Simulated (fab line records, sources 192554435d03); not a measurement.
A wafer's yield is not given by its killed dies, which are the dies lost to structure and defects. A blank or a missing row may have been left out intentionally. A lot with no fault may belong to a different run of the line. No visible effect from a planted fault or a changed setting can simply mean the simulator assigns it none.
Lot-split experiment / flow n5Finfet / 36 wafers read across 7 lots, on a route 1938 steps long

SPLIT DETAILS
At N5_BEOL_M13_TRENCH_ETCH_34 (etches SiOC in C4F8/O2/Ar, target depth 413.47 nm, time 162.6 s), the setting timeS was moved away from the recipe's 162.6 s on 13 of the 36 wafers read, by -55.9% to +40.4%. All remaining wafers had this setting at the recipe value.

FROM THE SPLIT TO THE READING: what the file shows between them, 10 steps
- N5_BEOL_M13_STRIP_70: strips in C4F8/O2/Ar
- N5_BEOL_M13_OCD_MEAS_35
- N5_BEOL_M13_STRIP_37: strips in N2/H2
- N5_BEOL_M13_ETCH_38: etches SiCN in CF4/N2, target depth 67.5 nm, time 71.9 s
- N5_BEOL_M13_ECD_47: material Cu, target thk 936 nm
- N5_BEOL_M13_ANNEAL_48: time 90 s
- N5_BEOL_M13_CMP_49: polishes, stops on SiOC, t overpolish 17.1 s, target thk 420 nm
- N5_BEOL_M13_THK_MEAS_50: measures by xrf
- N5_BEOL_M13_PRE_CLEAN_52: time 15 s
- N5_BEOL_M13_DEP_53: deposits SiCN from 3MS/NH3, target thk 50 nm, time 17.8 s

THE READING
At N5_BEOL_M13_RS_MEAS_54, a four-point-probe measurement gives M13_RS in ohm/sq. Fault-free wafers of this fab line usually give 0.0448 ohm/sq, standard deviation 0.00072 ohm/sq.

wafer=L076.1; tool, chamber at the split=rieDiel-01, 1; timeS as run, s=162.6; against the recipe=recipe; M13_RS, ohm/sq=0.0443; against lot-mates on the recipe=-
wafer=L076.2; tool, chamber at the split=rieDiel-01, 2,3; timeS as run, s=135.3; against the recipe=-16.8%; M13_RS, ohm/sq=0.0546; against lot-mates on the recipe=+0.0098
wafer=L076.3; tool, chamber at the split=rieDiel-01, 2,3; timeS as run, s=135.3; against the recipe=-16.8%; M13_RS, ohm/sq=0.0545; against lot-mates on the recipe=+0.0097
wafer=L076.4; tool, chamber at the split=rieDiel-01, 1; timeS as run, s=135.3; against the recipe=-16.8%; M13_RS, ohm/sq=0.0536; against lot-mates on the recipe=+0.0088
wafer=L076.5; tool, chamber at the split=rieDiel-01, 2; timeS as run, s=162.6; against the recipe=recipe; M13_RS, ohm/sq=0.0450; against lot-mates on the recipe=-
wafer=L076.6; tool, chamber at the split=rieDiel-01, 3; timeS as run, s=162.6; against the recipe=recipe; M13_RS, ohm/sq=0.0451; against lot-mates on the recipe=-
wafer=L086.1; tool, chamber at the split=rieDiel-05, 1; timeS as run, s=228.3; against the recipe=+40.4%; M13_RS, ohm/sq=0.0316; against lot-mates on the recipe=-0.0140
wafer=L086.2; tool, chamber at the split=rieDiel-05, 2; timeS as run, s=162.6; against the recipe=recipe; M13_RS, ohm/sq=0.0446; against lot-mates on the recipe=-
wafer=L086.3; tool, chamber at the split=rieDiel-05, 3; timeS as run, s=162.6; against the recipe=recipe; M13_RS, ohm/sq=0.0459; against lot-mates on the recipe=-
wafer=L086.4; tool, chamber at the split=rieDiel-05, 0; timeS as run, s=162.6; against the recipe=recipe; M13_RS, ohm/sq=0.0463; against lot-mates on the recipe=-
wafer=L086.5; tool, chamber at the split=rieDiel-05, 0; timeS as run, s=228.3; against the recipe=+40.4%; M13_RS, ohm/sq=0.0327; against lot-mates on the recipe=-0.0129
wafer=L086.6; tool, chamber at the split=rieDiel-05, 3; timeS as run, s=228.3; against the recipe=+40.4%; M13_RS, ohm/sq=0.0325; against lot-mates on the recipe=-0.0131
wafer=L090.1; tool, chamber at the split=rieDiel-05, 2; timeS as run, s=115.3; against the recipe=-29.1%; M13_RS, ohm/sq=0.0635; against lot-mates on the recipe=+0.0180
wafer=L090.5; tool, chamber at the split=rieDiel-05, 3; timeS as run, s=162.6; against the recipe=recipe; M13_RS, ohm/sq=0.0465; against lot-mates on the recipe=-
wafer=L090.6; tool, chamber at the split=rieDiel-05, 1; timeS as run, s=162.6; against the recipe=recipe; M13_RS, ohm/sq=0.0445; against lot-mates on the recipe=-
wafer=L091.1; tool, chamber at the split=rieDiel-05, 3; timeS as run, s=205.6; against the recipe=+26.4%; M13_RS, ohm/sq=0.0360; against lot-mates on the recipe=-0.0091
wafer=L091.2; tool, chamber at the split=rieDiel-05, 0; timeS as run, s=162.6; against the recipe=recipe; M13_RS, ohm/sq=0.0447; against lot-mates on the recipe=-
wafer=L091.3; tool, chamber at the split=rieDiel-05, 2; timeS as run, s=205.6; against the recipe=+26.4%; M13_RS, ohm/sq=0.0351; against lot-mates on the recipe=-0.0100
wafer=L091.4; tool, chamber at the split=rieDiel-05, 1; timeS as run, s=162.6; against the recipe=recipe; M13_RS, ohm/sq=0.0444; against lot-mates on the recipe=-
wafer=L091.5; tool, chamber at the split=rieDiel-05, 3; timeS as run, s=162.6; against the recipe=recipe; M13_RS, ohm/sq=0.0461; against lot-mates on the recipe=-
wafer=L091.6; tool, chamber at the split=rieDiel-05, 2; timeS as run, s=205.6; against the recipe=+26.4%; M13_RS, ohm/sq=0.0352; against lot-mates on the recipe=-0.0099
wafer=L094.1; tool, chamber at the split=rieDiel-04, 3; timeS as run, s=162.6; against the recipe=recipe; M13_RS, ohm/sq=0.0449; against lot-mates on the recipe=-
wafer=L094.2; tool, chamber at the split=rieDiel-04, 0; timeS as run, s=162.6; against the recipe=recipe; M13_RS, ohm/sq=0.0449; against lot-mates on the recipe=-
wafer=L094.3; tool, chamber at the split=rieDiel-04, 2; timeS as run, s=162.6; against the recipe=recipe; M13_RS, ohm/sq=0.0441; against lot-mates on the recipe=-
wafer=L094.4; tool, chamber at the split=rieDiel-04, 1; timeS as run, s=162.6; against the recipe=recipe; M13_RS, ohm/sq=0.0448; against lot-mates on the recipe=-
wafer=L094.5; tool, chamber at the split=rieDiel-04, 1; timeS as run, s=162.6; against the recipe=recipe; M13_RS, ohm/sq=0.0449; against lot-mates on the recipe=-
wafer=L094.6; tool, chamber at the split=rieDiel-04, 2; timeS as run, s=162.6; against the recipe=recipe; M13_RS, ohm/sq=0.0442; against lot-mates on the recipe=-
wafer=L095.1; tool, chamber at the split=rieDiel-01, 2; timeS as run, s=162.6; against the recipe=recipe; M13_RS, ohm/sq=0.0447; against lot-mates on the recipe=-
wafer=L095.2; tool, chamber at the split=rieDiel-01, 0; timeS as run, s=71.63; against the recipe=-55.9%; M13_RS, ohm/sq=0.1070; against lot-mates on the recipe=+0.0623
wafer=L095.3; tool, chamber at the split=rieDiel-01, 3; timeS as run, s=71.63; against the recipe=-55.9%; M13_RS, ohm/sq=0.1050; against lot-mates on the recipe=+0.0603
wafer=L095.4; tool, chamber at the split=rieDiel-01, 1; timeS as run, s=162.6; against the recipe=recipe; M13_RS, ohm/sq=0.0440; against lot-mates on the recipe=-
wafer=L095.5; tool, chamber at the split=rieDiel-01, 0; timeS as run, s=71.63; against the recipe=-55.9%; M13_RS, ohm/sq=0.1072; against lot-mates on the recipe=+0.0625
wafer=L095.6; tool, chamber at the split=rieDiel-01, 3; timeS as run, s=162.6; against the recipe=recipe; M13_RS, ohm/sq=0.0455; against lot-mates on the recipe=-
wafer=L096.1; tool, chamber at the split=rieDiel-05, 1; timeS as run, s=162.6; against the recipe=recipe; M13_RS, ohm/sq=0.0441; against lot-mates on the recipe=-
wafer=L096.4; tool, chamber at the split=rieDiel-05, 1; timeS as run, s=162.6; against the recipe=recipe; M13_RS, ohm/sq=0.0446; against lot-mates on the recipe=-
wafer=L096.5; tool, chamber at the split=rieDiel-05, 3; timeS as run, s=162.6; against the recipe=recipe; M13_RS, ohm/sq=0.0456; against lot-mates on the recipe=-
Where a row lists several chambers, the file gives one row for several wafers and doesn't say which wafer went through which chamber.

THE FIT
A straight line over all 36 wafers: M13_RS changes by -0.000744 ohm/sq for each +1% of timeS; r = -0.91; the points scatter about the line by 0.0076 ohm/sq.
The same after taking each lot's own level away (the mean of its wafers on the recipe; 36 wafers): -0.00075 ohm/sq for each +1%; r = -0.92; scatter 0.0076 ohm/sq.
Per that fit: largest timeS move, reading shift of 0.042 ohm/sq.
From 0.04463 to 0.04560 ohm/sq: that is the span of the lots' own levels, equal to 1.3 times the standard deviation above.
So the lot-to-lot level changes the slope little: the two slopes agree.
Check: for one of the wafers moved furthest among these (-55.9%), held out of the fit, the line's prediction against its lot-mates is +0.0415 ohm/sq. Against them it came out at +0.0623 ohm/sq.

THE WHOLE CHAIN: every reading that the file lists as answering this split, in the file's order
step=N5_BEOL_M13_TRENCH_ETCH_34; what it does=etches SiOC in C4F8/O2/Ar, target depth 413.47 nm, time 162.6 s; reading=etch.depthNm (the simulator's own value, which no gauge read); change (the file's fit)=+4.15 nm for each +1% of the setting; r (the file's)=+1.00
step=N5_BEOL_M13_OCD_MEAS_35; what it does=; reading=trenchDepthNm; change (the file's fit)=+4.15 nm for each +1% of the setting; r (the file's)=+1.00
step=N5_BEOL_M13_CMP_49; what it does=polishes, stops on SiOC, t overpolish 17.1 s, target thk 420 nm; reading=Cu_of_BEOL_M13_ECD_47.thkNm (the simulator's own value, which no gauge read); change (the file's fit)=+4.16 nm for each +1% of the setting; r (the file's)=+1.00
step=N5_BEOL_M13_THK_MEAS_50; what it does=measures by xrf; reading=M13_THK; change (the file's fit)=+4.3 for each +1% of the setting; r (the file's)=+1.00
step=N5_BEOL_M13_RS_MEAS_54; what it does=measures by four-point-probe; reading=M13_RS; change (the file's fit)=-0.000757 for each +1% of the setting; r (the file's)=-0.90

FILE'S OWN FIT
M13_RS changes by -0.000757 ohm/sq for each +1% of timeS, r = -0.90.
